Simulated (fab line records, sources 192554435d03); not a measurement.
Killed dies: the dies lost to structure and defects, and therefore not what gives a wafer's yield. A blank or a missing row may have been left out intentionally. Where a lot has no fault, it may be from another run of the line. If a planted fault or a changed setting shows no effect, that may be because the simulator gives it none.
Which tool is to blame?	flow n5_finfet	9 lots, 26 wafers sampled, at 4 steps of a route of 1938

== WHAT EACH GAUGE READ, for each wafer ==
N5_BEOL_M15_OVL_MEAS_29. Usual: M15_OVL 4 nm, standard deviation 6.8.
lot	measured	on	M15_OVL (nm)	flag
L843	day 14 06:09	overlay-02	9 10 9	
L845	day 14 16:21	overlay-02	-2 0 2	
L850	day 15 19:33	overlay-02	75 66 63	OFF
L847	day 15 23:11	overlay-02	84 72 77	OFF
L854	day 16 12:15	overlay-01	13 7 6	
L855	day 16 20:59	overlay-01	1 -10	
L858	day 18 10:33	overlay-02	18 6 15	
L860	day 18 22:01	overlay-02	13 13 7	
L862	day 20 02:10	overlay-02	4 7 10	

== WHAT TOOL EACH LOT RAN ON (gives the tool, then ch and the chambers of the sampled wafers, and finally the start) ==
lot	N5_BEOL_M15_DESCUM_15	N5_BEOL_M15_ETCH_59	N5_BEOL_M15_EXPOSE_25
L843	rie_diel-02 ch 1,3, day 14 04:37	rie_diel-02 ch 1,3, day 14 04:39	krf_scanner-01 ch 0, day 14 05:57
L845	rie_diel-02 ch 0,2,3, day 14 14:45	rie_diel-02 ch 0,2,3, day 14 14:47	krf_scanner-02 ch 0, day 14 16:09
L850	rie_diel-03 ch 1,3, day 15 17:51	rie_diel-03 ch 1,3, day 15 17:53	krf_scanner-02 ch 0, day 15 19:21
L847	rie_diel-03 ch 0,1,2, day 15 21:44	rie_diel-03 ch 0,1,2, day 15 21:47	krf_scanner-02 ch 0, day 15 22:59
L854	rie_diel-03 ch 0,2,3, day 16 10:48	rie_diel-03 ch 0,2,3, day 16 10:50	krf_scanner-01 ch 0, day 16 12:02
L855	rie_diel-02 ch 0,1, day 16 19:28	rie_diel-02 ch 0,1, day 16 19:30	krf_scanner-01 ch 0, day 16 20:47
L858	rie_diel-03 ch 2,3, day 18 09:01	rie_diel-03 ch 2,3, day 18 09:03	krf_scanner-01 ch 0, day 18 10:21
L860	rie_diel-03 ch 0,1, day 18 20:37	rie_diel-03 ch 0,1, day 18 20:38	krf_scanner-01 ch 0, day 18 21:49
L862	rie_diel-02 ch 0,1,2, day 20 00:40	rie_diel-02 ch 0,1,2, day 20 00:42	krf_scanner-01 ch 0, day 20 01:58
- N5_BEOL_M15_DESCUM_15: chemistry O2, time 7.9 s.
- N5_BEOL_M15_ETCH_59: etches BARC in N2/H2, target depth 89 nm, overetch 26.7 nm, time 67.9 s.
- N5_BEOL_M15_EXPOSE_25: exposes mask M15, target cd 400 nm.

== AS READ BY THE TOOLS THEMSELVES (means over the sampled wafers that have a number; for cases with no such wafer, the mark the record gives instead) ==
N5_BEOL_M15_DESCUM_15. Usual: drypump_motor_current_A 5.6 A, standard deviation 0.39; oes_product_au 0.79 a.u., standard deviation 0.078; rf_fwd_power_W 49.34 W, standard deviation 0.22; rf_vpp_V 243.0 V, standard deviation 1.5; showerhead_plenum_p_Torr 2.09 Torr, standard deviation 0.072; throttle_valve_pct 20.46 %, standard deviation 0.2.
lot	tool	drypump_motor_current_A (A)	oes_product_au (a.u.)	rf_fwd_power_W (W)	rf_vpp_V (V)	showerhead_plenum_p_Torr (Torr)	throttle_valve_pct (%)	flag
L843	rie_diel-02	5.6	0.74	49.45	242.9	2.03	20.37	
L845	rie_diel-02	5.6	0.73	49.46	241.3	2.01	20.44	
L850	rie_diel-03	5.9	0.73	49.70	243.9	2.12	20.76	
L847	rie_diel-03	6.0	0.81	49.30	243.1	2.13	20.50	
L854	rie_diel-03	5.4	0.79	49.45	243.9	2.15	20.54	
L855	rie_diel-02	5.5	0.77	49.23	243.4	2.09	20.31	
L858	rie_diel-03	5.1	0.76	49.47	243.4	2.16	20.66	
L860	rie_diel-03	6.1	0.77	49.40	243.3	2.11	20.57	
L862	rie_diel-02	5.5	0.83	49.28	243.6	2.08	20.36	

N5_BEOL_M15_ETCH_59. Usual: drypump_motor_current_A 5.6 A, standard deviation 0.39; oes_product_au 0.68 a.u., standard deviation 0.066; rf_fwd_power_W 833 W, standard deviation 3; rf_vpp_V 523.7 V, standard deviation 2.7; showerhead_plenum_p_Torr 2.54 Torr, standard deviation 0.09; throttle_valve_pct 17.87 %, standard deviation 0.24.
lot	tool	drypump_motor_current_A (A)	oes_product_au (a.u.)	rf_fwd_power_W (W)	rf_vpp_V (V)	showerhead_plenum_p_Torr (Torr)	throttle_valve_pct (%)	flag
L843	rie_diel-02	5.5	0.63	836	523.4	2.48	17.89	
L845	rie_diel-02	5.6	0.62	834	521.2	2.45	17.95	
L850	rie_diel-03	5.9	0.62	834	524.1	2.55	18.03	
L847	rie_diel-03	6.0	0.70	830	524.5	2.57	17.83	
L854	rie_diel-03	5.4	0.68	834	524.7	2.60	18.00	
L855	rie_diel-02	5.5	0.65	828	523.8	2.55	17.82	
L858	rie_diel-03	5.1	0.65	830	525.5	2.61	18.08	
L860	rie_diel-03	6.2	0.66	829	523.1	2.57	18.08	
L862	rie_diel-02	5.5	0.71	830	523.1	2.52	17.79	

N5_BEOL_M15_EXPOSE_25. Usual: exposure_dose_mJ_cm2 reads 35.49 (standard deviation 0.039).
lot	tool	exposure_dose_mJ_cm2	flag
L843	krf_scanner-01	35.46	
L845	krf_scanner-02	35.48	
L850	krf_scanner-02	35.52	
L847	krf_scanner-02	35.52	
L854	krf_scanner-01	35.42	
L855	krf_scanner-01	35.49	
L858	krf_scanner-01	35.45	
L860	krf_scanner-01	35.48	
L862	krf_scanner-01	35.48	

== THE ANSWER, worked out from the rows above alone ==
Rule: take the mean of a lot's wafers that have a number; if it is more than 3 standard deviations from the usual mean, the lot is off. Also off: a lot with no number at a reading for which 4 or more lots have one. Where the step has rows for the other lots, those lots are counted as sound. After the gauges, taken in route order, come the tools' own readings; for these a lot's mean is taken, as printed above. At the first step where some lot is off, the reading lying furthest off is the one used; lots without a number count as furthest.
Off: L850, L847, at N5_BEOL_M15_OVL_MEAS_29 (M15_OVL).
If a tool, at a process step before that reading, ran all the lots that are off and no sound lot after the first of them, it fits. The gauges at N5_BEOL_M15_OVL_MEAS_29 are tried like those tools. One candidate fits, namely krf_scanner-02 at N5_BEOL_M15_EXPOSE_25. Its last sound lot is L845 (day 14 16:09), its first lot that is off L850 (day 15 19:21): a fault that began between those two fits.

== WHAT HAD BEEN PUT IN BY THE SIMULATOR ==
Scanner matching overlay: krf_scanner-02, from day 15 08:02 on, at N5_BEOL_M15_EXPOSE_25. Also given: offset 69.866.
Shown lots that were struck: L850, L847. This agrees with what the rule above found.
